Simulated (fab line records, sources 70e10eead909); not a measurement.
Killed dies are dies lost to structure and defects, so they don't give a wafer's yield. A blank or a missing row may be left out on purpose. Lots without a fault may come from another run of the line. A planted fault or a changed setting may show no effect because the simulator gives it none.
fab line records | flow nand_harc
record lots=6 wafers=18 last_day=33
route steps=1302 shown P_M0@256 END@1302
lots that met no fault: from a run of the same line without faults
start_h: hours from the record's first day to the start of the lot's first wafer shown | wait_h: hours since the lot's step before | " the same as in the row above | L1.1+2: a row that stands for several wafers | - no value, or no start given | * or withheld: withheld | < > ~ a bound
route shown NAME@n: a module of which the file shows steps, and the number in the route of the first | usual: mean/standard deviation of fault-free wafers | same: alike in all rows | chamber/n: place in a boat | sites: the reading at each site | _std_site: their standard deviation | _edge_site: outer sites' mean less inner sites' | radius_mm: how far each site lies from the wafer's centre | mask NAME#n: copy n | behind: the tool/chamber that last shaped the wafer | hold: why the lot was held/for how many hours/how that ended | device: the transistor (n, p or np) that didn't switch | end of line: the same wafers' tests at the end of the route | a step without rows: its recipe alone | killed: dies lost to structure and defects at the first sort, not the wafer's yield | map: a wafer's dies, x killed, . not, _ none there
set.NAME: the setting as run; set.NAME@STEP: as run at that earlier step | model.NAME: the simulator's own value behind a step, which no gauge read
lots at some steps of the route; a table a step, a row a wafer
services: from which hour (start_h, from the record's first day; less than 0 if before it) a tool's chamber was out of use, for how many hours, and why
## steps
# step NHARC_P_M0_COAT_33
# recipe temp_c=200 time_s=65
# step NHARC_P_M0_COAT_03
# recipe spin_rpm=1500 resist_thk_nm=90
# step NHARC_P_M0_SOFTBAKE_04
# recipe temp_c=105 time_s=55
# step NHARC_P_M0_EBR_05
# step NHARC_P_M0_EXPOSE_06
# recipe na=1.35 target_cd_nm=90 dose_mj=81.28 mask_id=P_M0
# step NHARC_P_M0_PEB_07
# recipe peb_temp_c=100 peb_time_s=65
# step NHARC_P_M0_DEVELOP_08
# recipe develop_time_s=35 dev_temp_c=23
# step NHARC_P_M0_CD_MEAS_09
# recipe target_cd_nm=90 landing_energy_ev=500
# usual cd_nm=89.9/0.57
# columns lot.wafer tool chamber start_h wait_h cd_nm
L362.1 cd_sem-03 0 133.22 - 90.0
L362.2 " 0 " " 89.9
L362.5 " 0 " " 90.3
L368.1 cd_sem-01 0 187.91 - 89.3
L368.2 " 0 " " 89.6
L368.4 " 0 " " 90.4
L377.1 cd_sem-01 0 282.58 - 90.5
L377.2 " 0 " " 89.8
L377.5 " 0 " " 90.5
L379.1 cd_sem-03 0 303.54 - 89.7
L379.2 " 0 " " 90.6
L379.5 " 0 " " 90.4
L380.1 cd_sem-02 0 317.00 - 88.9
L380.2 " 0 " " 88.8
L380.6 " 0 " " 89.1
L384.1 cd_sem-02 0 361.14 - 89.7
L384.2 " 0 " " 89.9
L384.6 " 0 " " 89.5
# step NHARC_P_M0_OVL_MEAS_10
# recipe pitch_nm=180
# usual overlay_x_nm=0.1/0.69 overlay_y_nm=0.0/0.81
# columns lot.wafer tool chamber start_h wait_h overlay_x_nm overlay_y_nm
L362.1 overlay-01 - 133.32 - 1.2 0.3
L362.2 " - " " 0.9 0.9
L362.5 " - " " 1.0 0.1
L368.1 overlay-01 - 188.00 - -1.0 0.2
L368.2 " - " " -0.5 -0.3
L368.4 " - " " -0.1 -0.3
L377.1 overlay-01 - 282.67 - 1.5 -0.4
L377.2 " - " " 1.6 -0.5
L377.5 " - " " 1.6 -0.3
L379.1 overlay-01 - 303.63 - -0.1 -0.2
L379.2 " - " " -0.1 -1.1
L379.5 " - " " -0.3 -0.8
L380.1 overlay-01 - 317.09 - -0.7 -1.3
L380.2 " - " " -1.1 -1.3
L380.6 " - " " -0.5 -1.0
L384.1 overlay-01 - 361.24 - 0.4 -0.7
L384.2 " - " " -0.2 -0.8
L384.6 " - " " 0.1 -0.6
# step NHARC_P_M0_INSPECT_11
# usual raw_defect_count=4.2/2.8
# columns lot.wafer tool chamber start_h wait_h raw_defect_count
L362.1 defect_inspect-02 - 133.36 0.0 4
L362.2 " - " " 4
L362.5 " - " " 3
L368.1 defect_inspect-02 - 188.03 0.0 4
L368.2 " - " " 1
L368.4 " - " " 6
L377.1 defect_inspect-01 - 282.71 0.0 4
L377.2 " - " " 5
L377.5 " - " " 9
L379.1 defect_inspect-01 - 303.67 0.0 3
L379.2 " - " " 6
L379.5 " - " " 2
L380.1 defect_inspect-01 - 317.12 0.0 2
L380.2 " - " " 3
L380.6 " - " " 1
L384.1 defect_inspect-01 - 361.28 0.0 5
L384.2 " - " " 2
L384.6 " - " " 0
# step NHARC_P_M0_DESCUM_14
# recipe time_s=3 o2_flow_sccm=200 ar_flow_sccm=0 bias_power_w=0 chemistry=O2
# usual drypump_motor_current_A=5.9/0.53 oes_product_au=0.998/0.0097 rf_vpp_V=57.8/0.98 showerhead_plenum_p_Torr=1.92/0.078 throttle_valve_pct=11.310/0.009
# same bias_power_w=0
# columns lot.wafer tool chamber start_h wait_h drypump_motor_current_A oes_product_au rf_hours_counter_h rf_vpp_V showerhead_plenum_p_Torr throttle_valve_pct
L362.1 rie_diel-10 0 133.42 0.1 5.3 1.007 4 57.3 1.95 11.333
L362.2 " 3 " " 6.5 1.008 8 57.9 1.91 11.313
L362.5 " 0 " " 5.3 1.008 - 57.8 1.95 11.304
L368.4 rie_diel-13 0 188.16 0.1 5.5 0.999 3 56.4 1.78 11.318
L368.1 " 1 " " 5.4 1.007 3 56.6 1.83 11.308
L368.2 " 2 " " 6.6 0.999 3 59.1 1.89 11.299
L377.1 rie_diel-13 1 282.78 0.1 5.4 1.009 30 57.9 1.82 11.313
L377.2 " 2 " " 6.6 1.003 33 56.6 1.88 11.326
L377.5 " 0 " " 5.5 0.993 - 56.1 1.77 11.300
L379.2 rie_diel-10 0 303.74 0.1 5.3 0.998 6 57.4 1.94 11.316
L379.1 " 1 " " 6.5 1.001 7 58.1 1.96 11.309
L379.5 " 3 " " 6.5 0.996 - 58.2 1.90 11.316
L380.2 rie_diel-13 3 317.19 0.1 5.5 1.015 47 58.4 1.82 11.302
L380.1 " 1 " " 5.4 1.016 45 59.6 1.82 11.295
L380.6 " 3 " " 5.6 1.008 - 57.6 1.82 11.304
L384.1 rie_diel-10 3 361.36 0.1 6.6 0.995 14 58.5 1.90 11.317
L384.2 " 0 " " 5.3 0.998 14 57.5 1.94 11.300
L384.6 " 2 " " 5.8 1.025 - 58.4 2.04 11.294
# step NHARC_P_M0_ETCH_34
# recipe target_depth_a=400 overetch_a=120 time_s=43.94 ion_energy_ev=200 n2_flow_sccm=150 h2_flow_sccm=150 ar_flow_sccm=0 rf_w=400 bias_w=150 chemistry=N2/H2
# usual bias_w=150.0/0.46 chamber_pressure_mTorr=30.00/0.03 drypump_motor_current_A=5.9/0.53 oes_product_au=0.998/0.01 rf_vpp_V=430.6/2.4 showerhead_plenum_p_Torr=2.05/0.084 throttle_valve_pct=14.171/0.0089
# columns lot.wafer tool chamber start_h wait_h bias_w chamber_pressure_mTorr drypump_motor_current_A oes_product_au rf_hours_counter_h rf_vpp_V showerhead_plenum_p_Torr throttle_valve_pct
L362.1 rie_diel-10 3 133.56 0.1 149.9 30.04 6.5 1.008 8 432.2 2.03 14.165
L362.2 " 0 " " 149.9 30.01 5.3 1.009 4 431.8 2.08 14.189
L362.5 " 3 " " 149.2 30.01 6.6 0.990 - 429.9 2.03 14.161
L368.1 rie_diel-13 2 188.23 0.1 149.7 30.01 6.6 0.986 3 429.2 2.01 14.166
L368.4 " 3 " " 150.5 30.04 5.6 0.997 3 427.0 1.96 14.164
L368.2 " 0 " " 150.8 30.01 5.5 0.972 3 427.4 1.89 14.169
L377.1 rie_diel-13 0 282.86 0.1 150.0 29.96 5.5 0.986 31 426.3 1.88 14.177
L377.2 " 2 " " 149.5 30.03 6.6 1.000 33 429.6 2.00 14.151
L377.5 " 0 " " 150.6 29.98 5.5 0.990 - 426.9 1.88 14.171
L379.1 rie_diel-10 0 303.82 0.1 150.4 29.96 5.3 0.997 6 430.5 2.07 14.180
L379.2 " 2 " " 150.0 29.95 5.8 0.995 8 433.5 2.18 14.175
L379.5 " 1 " " 149.4 29.96 6.5 0.999 - 432.1 2.10 14.160
L380.2 rie_diel-13 2 317.27 0.1 150.1 30.03 6.6 0.996 47 429.3 1.99 14.176
L380.1 " 0 " " 150.3 30.03 5.5 0.999 45 425.2 1.88 14.158
L380.6 " 3 " " 150.0 29.92 5.6 1.000 - 426.7 1.94 14.169
L384.1 rie_diel-10 1 361.43 0.1 149.7 30.03 6.5 0.980 15 432.4 2.09 14.166
L384.2 " 2 " " 149.7 30.01 5.8 1.016 16 432.7 2.18 14.171
L384.6 " 1 " " 149.9 30.03 6.5 0.981 - 430.2 2.09 14.177
# step NHARC_P_M0_ETCH_15
# recipe target_depth_a=1500 overetch_a=150 time_s=82.5 c4f8_flow_sccm=withheld ar_flow_sccm=400 rf_w=600 bias_w=300 chemistry=C4F8/Ar
# usual bias_w=299.9/0.89 chamber_pressure_mTorr=24.999/0.024 oes_product_au=0.958/0.02 rf_vpp_V=440.9/2.5
# columns lot.wafer tool chamber start_h wait_h bias_w chamber_pressure_mTorr oes_product_au rf_vpp_V
L362.2 rie_diel-10 3 133.77 0.2 301.0 24.976 0.967 440.0
L362.1 " 0 " " 298.9 25.014 0.948 441.1
L362.5 " 0 " " 298.8 24.975 0.956 440.1
L368.4 rie_diel-13 0 188.33 - 299.1 25.008 0.956 437.0
L368.1 " 1 " " 299.3 25.009 0.990 437.3
L368.2 " 2 " " 300.0 25.047 0.974 440.1
L377.1 rie_diel-13 2 282.98 - - - - -
L377.2 " 3 " " - - - -
L377.5 " 1 " " - - - -
L379.1 rie_diel-10 2 303.90 - - - - -
L379.2 " 0 " " - - - -
L379.5 " 2 " " - - - -
L380.1 rie_diel-13 3 317.37 - 298.4 24.969 0.959 438.7
L380.2 " 0 " " 299.8 25.007 0.948 436.2
L380.6 " 3 " " 299.2 24.974 0.956 438.6
L384.2 rie_diel-10 3 361.53 - 300.7 24.979 0.974 439.7
L384.1 " 0 " " 298.1 25.015 0.980 442.6
L384.6 " 2 " " 300.6 24.989 0.975 444.2
# step NHARC_P_M0_CD_MEAS_16
# usual cd_nm=89.8/0.69
# columns lot.wafer tool chamber start_h wait_h cd_nm
L362.1 cd_sem-02 - 133.94 0.1 89.6
L362.2 " - " " 89.6
L362.5 " - " " 90.4
L368.1 cd_sem-02 - 188.45 - 89.6
L368.2 " - " " 88.0
L368.4 " - " " 90.3
L377.1 cd_sem-01 - 283.09 - 89.9
L377.2 " - " " 89.7
L377.5 " - " " 89.9
L379.1 cd_sem-02 - 304.03 - 89.3
L379.2 " - " " 90.6
L379.5 " - " " 90.2
L380.1 cd_sem-03 - 317.48 - 88.5
L380.2 " - " " 90.1
L380.6 " - " " 89.9
L384.1 cd_sem-03 - 361.64 - 90.7
L384.2 " - " " 90.3
L384.6 " - " " 89.2
# step NHARC_END_SORT_01
# recipe temp_c=25
# usual defect_limited_yield=91.6/2.5 killed_at_array=52/18 killed_at_other=1.2/1.5 killed_at_periphery=4/3.2 killed_dies=57/17 killed_open=3.1/1.9 killed_short=2.5/1.7 sort_bin_2_pct=3.0/1.1 sort_bin_3_pct=0.6/0.36 sort_bin_4_pct=4.9/1.5 sort_n_pass=620/17 sort_rim_yield_pct=91/3.8 sort_yield_pct=91.6/2.5
# same gross_dies=677 sort_bin_5_pct[%]=0 sort_bin_6_pct[%]=0 sort_bin_7_pct[%]=0 sort_bin_8_pct[%]=0 sort_rim_n_gross=106.00
# columns lot.wafer tool chamber start_h wait_h defect_limited_yield[%] killed_at_array killed_at_other killed_at_periphery killed_dies killed_open killed_short sort_bin_2_pct[%] sort_bin_3_pct[%] sort_bin_4_pct[%] sort_n_pass sort_rim_yield_pct[%] sort_yield_pct[%]
L362.1 prober-02 0 578.64 2.5 93.5 40 0 4 44 3 2 2.2 0.4 3.8 633 95 93.5
L362.2 prober-02 0 579.44 2.8 92.3 47 0 5 52 4 7 2.4 0.1 5.2 625 92 92.3
L362.5 prober-02 0 581.82 3.7 95.0 34 0 0 34 5 3 1.5 0.6 3.0 643 99 95.0
L368.1 prober-02 0 633.19 2.5 91.0 55 0 6 61 1 6 3.5 0.3 5.2 616 88 91.0
L368.2 prober-02 0 634.00 2.8 90.1 57 1 9 67 5 2 3.4 0.4 6.1 610 84 90.1
L368.4 prober-02 0 635.62 3.4 92.5 40 0 11 51 3 2 2.7 0.7 4.1 626 93 92.5
L377.1 prober-02 0 727.10 2.5 0 48 4 625 677 2 1 94.4 0.7 4.9 0 0 0
L377.2 prober-02 0 727.90 2.8 0 58 2 617 677 3 4 94.2 0.6 5.2 0 0 0
L377.5 prober-02 0 730.29 3.7 0 52 2 623 677 7 4 95.1 0.1 4.7 0 0 0
L379.1 prober-01 0 739.21 2.5 0 78 1 598 677 2 4 92.5 0.7 6.8 0 0 0
L379.2 prober-01 0 740.01 2.8 0 55 3 619 677 3 3 94.4 0.6 5.0 0 0 0
L379.5 prober-01 0 742.39 3.7 0 67 1 609 677 3 2 92.5 0.4 7.1 0 0 0
L380.1 prober-01 0 754.24 2.6 88.0 77 1 3 81 4 0 3.8 1.0 7.1 596 92 88.0
L380.2 prober-01 0 755.02 2.8 87.1 77 4 6 87 2 5 4.4 0.4 8.0 590 91 87.1
L380.6 prober-01 0 758.18 3.9 87.7 76 3 4 83 3 6 4.9 0.6 6.8 594 92 87.7
L384.1 prober-02 0 789.36 2.5 93.2 44 0 2 46 1 3 2.4 0.3 4.1 631 99 93.2
L384.2 prober-02 0 790.16 2.8 92.9 44 1 3 48 4 5 3.0 0.6 3.5 629 89 92.9
L384.6 prober-02 0 793.35 4.0 92.8 46 0 3 49 8 1 2.7 0.7 3.8 628 91 92.8
# killed by level:class
L362.1 A_SLIT:chamber_film_flake=24 A_CHANNEL_HOLE_D2:chamber_film_flake=6 A_WL_FILL:chamber_film_flake=4 P_GATE:chamber_film_flake=3 P_GATE:geometric_particle:open=1 A_ONON_D1:geometric_particle:short=1 A_CHANNEL_FILL_D1:geometric_particle:short=1 A_ONON_D2:geometric_particle:open=1
L362.2 A_SLIT:chamber_film_flake=24 A_CHANNEL_HOLE_D2:chamber_film_flake=6 A_WL_FILL:geometric_particle:short=3 P_GATE:chamber_film_flake=3 A_CHANNEL_FILL_D2:chamber_film_flake=3 A_DECK1_JOINT:geometric_particle:short=1 A_DECK1_JOINT:geometric_particle:open=1 A_ONON_D2:geometric_particle:open=1
L362.5 A_SLIT:chamber_film_flake=13 A_CHANNEL_HOLE_D2:chamber_film_flake=5 A_CONTACT:chamber_film_flake=4 A_WL_FILL:chamber_film_flake=3 A_ONON_D2:geometric_particle:open=2 A_ONON_D1:geometric_particle:open=1 A_ONON_D2:geometric_particle:short=1 A_SGD_CUT:geometric_particle:short=1
L368.1 A_SLIT:chamber_film_flake=27 A_CHANNEL_HOLE_D2:chamber_film_flake=8 A_WL_FILL:chamber_film_flake=4 P_BONDPAD:chamber_film_flake=3 A_CHANNEL_HOLE_D1:chamber_film_flake=3 A_CHANNEL_FILL_D1:geometric_particle:short=2 A_STAIRCASE:chamber_film_flake=2 A_M0:chamber_film_flake=2
L368.2 A_SLIT:chamber_film_flake=29 A_CHANNEL_HOLE_D2:chamber_film_flake=9 P_BONDPAD:chamber_film_flake=5 A_CONTACT:chamber_film_flake=4 A_WL_FILL:chamber_film_flake=4 A_CHANNEL_HOLE_D1:chamber_film_flake=3 A_CHANNEL_FILL_D1:geometric_particle:open=2 P_M1:chamber_film_flake=2
L368.4 A_SLIT:chamber_film_flake=24 A_CHANNEL_HOLE_D2:chamber_film_flake=6 P_BONDPAD:chamber_film_flake=5 P_M1:chamber_film_flake=3 A_CHANNEL_HOLE_D1:chamber_film_flake=2 A_M0:chamber_film_flake=2 P_CONTACT:geometric_particle:open=1 P_M0:geometric_particle:open=1
L377.1 P_M0:area_etch=625 A_SLIT:chamber_film_flake=34 A_CHANNEL_HOLE_D1:chamber_film_flake=6 THIN_TSV:chamber_film_flake=4 A_CONTACT:chamber_film_flake=3 A_DECK1_JOINT:geometric_particle:open=1 A_ONON_D2:geometric_particle:short=1 A_CHANNEL_FILL_D2:geometric_particle:open=1
L377.2 P_M0:area_etch=616 A_SLIT:chamber_film_flake=30 A_CHANNEL_HOLE_D1:chamber_film_flake=14 A_STAIRCASE:chamber_film_flake=4 A_CONTACT:chamber_film_flake=3 THIN_TSV:chamber_film_flake=2 A_ONON_D1:geometric_particle:short=1 A_CHANNEL_FILL_D1:geometric_particle:short=1
L377.5 P_M0:area_etch=620 A_SLIT:chamber_film_flake=28 A_CHANNEL_HOLE_D1:chamber_film_flake=7 A_STAIRCASE:chamber_film_flake=3 A_CHANNEL_FILL_D1:geometric_particle:open=2 A_DECK1_JOINT:geometric_particle:open=2 A_CHANNEL_FILL_D2:chamber_film_flake=2 THIN_TSV:chamber_film_flake=2
L379.1 P_M0:area_etch=598 A_CHANNEL_HOLE_D1:chamber_film_flake=26 A_CHANNEL_HOLE_D2:chamber_film_flake=23 A_CONTACT:chamber_film_flake=9 A_SLIT:chamber_film_flake=6 A_WL_FILL:chamber_film_flake=4 A_STAIRCASE:chamber_film_flake=2 A_SOURCE_PLATE:geometric_particle:short=1
L379.2 P_M0:area_etch=617 A_CHANNEL_HOLE_D2:chamber_film_flake=23 A_CHANNEL_HOLE_D1:chamber_film_flake=13 A_CONTACT:chamber_film_flake=7 A_SLIT:chamber_film_flake=4 THIN_TSV:chamber_film_flake=3 A_SOURCE_PLATE:geometric_particle:open=1 A_CHANNEL_HOLE_D1:geometric_particle:short=1
L379.5 P_M0:area_etch=607 A_CHANNEL_HOLE_D1:chamber_film_flake=32 A_CHANNEL_HOLE_D2:chamber_film_flake=23 A_WL_FILL:chamber_film_flake=3 A_CONTACT:chamber_film_flake=3 A_STAIRCASE:chamber_film_flake=2 P_CONTACT:geometric_particle:open=1 P_M1:geometric_particle:open=1
L380.1 A_SLIT:chamber_film_flake=28 A_CHANNEL_HOLE_D2:chamber_film_flake=23 A_CHANNEL_HOLE_D1:chamber_film_flake=10 A_CONTACT:chamber_film_flake=4 P_M1:chamber_film_flake=3 A_ZERO_WELL:chamber_film_flake=3 A_CHANNEL_FILL_D1:geometric_particle:open=2 A_DECK1_JOINT:chamber_film_flake=2
L380.2 A_CHANNEL_HOLE_D2:chamber_film_flake=31 A_SLIT:chamber_film_flake=24 A_CHANNEL_HOLE_D1:chamber_film_flake=9 A_CONTACT:chamber_film_flake=4 P_M1:chamber_film_flake=3 THIN_TSV:chamber_film_flake=3 P_STI:geometric_particle:short=1 P_M0:geometric_particle:open=1
L380.6 A_CHANNEL_HOLE_D2:chamber_film_flake=29 A_SLIT:chamber_film_flake=24 A_CHANNEL_HOLE_D1:chamber_film_flake=9 A_CONTACT:chamber_film_flake=3 A_CHANNEL_FILL_D1:geometric_particle:short=2 A_CHANNEL_FILL_D2:geometric_particle:short=2 P_M1:chamber_film_flake=2 A_STAIRCASE:chamber_film_flake=2
L384.1 A_SLIT:chamber_film_flake=29 A_CHANNEL_HOLE_D1:chamber_film_flake=8 A_STAIRCASE:chamber_film_flake=2 A_ONON_D1:geometric_particle:short=1 A_SGD_CUT:geometric_particle:short=1 A_SLIT:geometric_particle:open=1 A_WL_FILL:geometric_particle:short=1 P_STI:chamber_film_flake=1
L384.2 A_SLIT:chamber_film_flake=18 A_CHANNEL_HOLE_D1:chamber_film_flake=12 A_STAIRCASE:chamber_film_flake=3 A_CONTACT:chamber_film_flake=3 P_CONTACT:geometric_particle:open=2 A_CHANNEL_FILL_D1:geometric_particle:short=2 A_CHANNEL_FILL_D1:geometric_particle:open=1 A_DECK1_JOINT:geometric_particle:open=1
L384.6 A_SLIT:chamber_film_flake=29 A_CHANNEL_HOLE_D1:chamber_film_flake=7 P_M0:geometric_particle:open=3 A_ONON_D1:geometric_particle:open=2 A_CHANNEL_HOLE_D2:chamber_film_flake=2 A_SOURCE_PLATE:geometric_particle:open=1 A_CHANNEL_HOLE_D1:geometric_particle:short=1 A_ONON_D2:geometric_particle:open=1
# map L377.1 (x killed, . not)
____________x____________
_________xxxxxxx_________
_______xxxxxxxxxxx_______
______xxxxxxxxxxxxx______
_____xxxxxxxxxxxxxxx_____
____xxxxxxxxxxxxxxxxx____
____xxxxxxxxxxxxxxxxx____
___xxxxxxxxxxxxxxxxxxx___
___xxxxxxxxxxxxxxxxxxx___
__xxxxxxxxxxxxxxxxxxxxx__
__xxxxxxxxxxxxxxxxxxxxx__
_xxxxxxxxxxxxxxxxxxxxxxx_
_xxxxxxxxxxxxxxxxxxxxxxx_
_xxxxxxxxxxxxxxxxxxxxxxx_
_xxxxxxxxxxxxxxxxxxxxxxx_
_xxxxxxxxxxxxxxxxxxxxxxx_
xxxxxxxxxxxxxxxxxxxxxxxxx
xxxxxxxxxxxxxxxxxxxxxxxxx
xxxxxxxxxxxxxxxxxxxxxxxxx
xxxxxxxxxxxxxxxxxxxxxxxxx
xxxxxxxxxxxxxxxxxxxxxxxxx
_xxxxxxxxxxxxxxxxxxxxxxx_
_xxxxxxxxxxxxxxxxxxxxxxx_
_xxxxxxxxxxxxxxxxxxxxxxx_
_xxxxxxxxxxxxxxxxxxxxxxx_
_xxxxxxxxxxxxxxxxxxxxxxx_
__xxxxxxxxxxxxxxxxxxxxx__
__xxxxxxxxxxxxxxxxxxxxx__
___xxxxxxxxxxxxxxxxxxx___
___xxxxxxxxxxxxxxxxxxx___
____xxxxxxxxxxxxxxxxx____
____xxxxxxxxxxxxxxxxx____
_____xxxxxxxxxxxxxxx_____
______xxxxxxxxxxxxx______
_______xxxxxxxxxxx_______
_________xxxxxxx_________
____________x____________
# map L379.1 (x killed, . not)
____________x____________
_________xxxxxxx_________
_______xxxxxxxxxxx_______
______xxxxxxxxxxxxx______
_____xxxxxxxxxxxxxxx_____
____xxxxxxxxxxxxxxxxx____
____xxxxxxxxxxxxxxxxx____
___xxxxxxxxxxxxxxxxxxx___
___xxxxxxxxxxxxxxxxxxx___
__xxxxxxxxxxxxxxxxxxxxx__
__xxxxxxxxxxxxxxxxxxxxx__
_xxxxxxxxxxxxxxxxxxxxxxx_
_xxxxxxxxxxxxxxxxxxxxxxx_
_xxxxxxxxxxxxxxxxxxxxxxx_
_xxxxxxxxxxxxxxxxxxxxxxx_
_xxxxxxxxxxxxxxxxxxxxxxx_
xxxxxxxxxxxxxxxxxxxxxxxxx
xxxxxxxxxxxxxxxxxxxxxxxxx
xxxxxxxxxxxxxxxxxxxxxxxxx
xxxxxxxxxxxxxxxxxxxxxxxxx
xxxxxxxxxxxxxxxxxxxxxxxxx
_xxxxxxxxxxxxxxxxxxxxxxx_
_xxxxxxxxxxxxxxxxxxxxxxx_
_xxxxxxxxxxxxxxxxxxxxxxx_
_xxxxxxxxxxxxxxxxxxxxxxx_
_xxxxxxxxxxxxxxxxxxxxxxx_
__xxxxxxxxxxxxxxxxxxxxx__
__xxxxxxxxxxxxxxxxxxxxx__
___xxxxxxxxxxxxxxxxxxx___
___xxxxxxxxxxxxxxxxxxx___
____xxxxxxxxxxxxxxxxx____
____xxxxxxxxxxxxxxxxx____
_____xxxxxxxxxxxxxxx_____
______xxxxxxxxxxxxx______
_______xxxxxxxxxxx_______
_________xxxxxxx_________
____________x____________
## services
# columns tool chamber start_h hours kind
rie_diel-13 0 114.49 5.1 repair
rie_diel-13 0 122.03 - clean
rie_diel-13 1 122.03 - clean
rie_diel-13 2 122.03 - clean
rie_diel-13 3 122.03 - clean
rie_diel-10 0 123.52 - clean
rie_diel-10 1 123.52 - clean
rie_diel-10 2 123.52 - clean
rie_diel-10 3 123.52 - clean
rie_diel-13 1 123.98 6.7 repair
rie_diel-10 2 131.00 9.8 repair
rie_diel-10 1 131.68 4.7 repair
rie_diel-10 0 148.02 - clean
rie_diel-10 1 148.02 - clean
rie_diel-10 2 148.02 - clean
rie_diel-10 3 148.02 - clean
rie_diel-13 - 165.04 9.0 pm
rie_diel-13 - 185.06 1.1 repair
rie_diel-13 2 207.51 5.5 repair
rie_diel-13 1 236.15 8.1 repair
rie_diel-10 - 242.50 9.0 pm
rie_diel-13 1 317.95 4.2 repair
rie_diel-10 3 320.90 4.5 repair
rie_diel-13 - 342.11 9.0 pm
## key
first_sign step=NHARC_P_M0_ETCH_15 reading=tool_record direction=missing
effect step=NHARC_END_SORT_01 reading=killed_at_periphery direction=up sigmas=99+ usual=4 struck=615
more_kills_born_at NHARC_P_M0_ETCH_15@rie_diel-13=1861 NHARC_P_M0_ETCH_15@rie_diel-10=1822
met_at NHARC_P_M0_ETCH_15
struck_wafers L377.1,L377.2,L377.5,L379.1,L379.2,L379.5
later_rows_left_out L377.1,L377.2,L377.5,L379.1,L379.2,L379.5
onset_between 188.33 282.98
fault kind=skipped_step_whole tool=rie_diel-10,rie_diel-13 chamber=- onset_h=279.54 steps=NHARC_P_M0_ETCH_15 scope=struck_lots_only
# later_rows_left_out: the simulator's readings of these wafers behind a module that went badly wrong aren't trusted and aren't shown, but for the sort
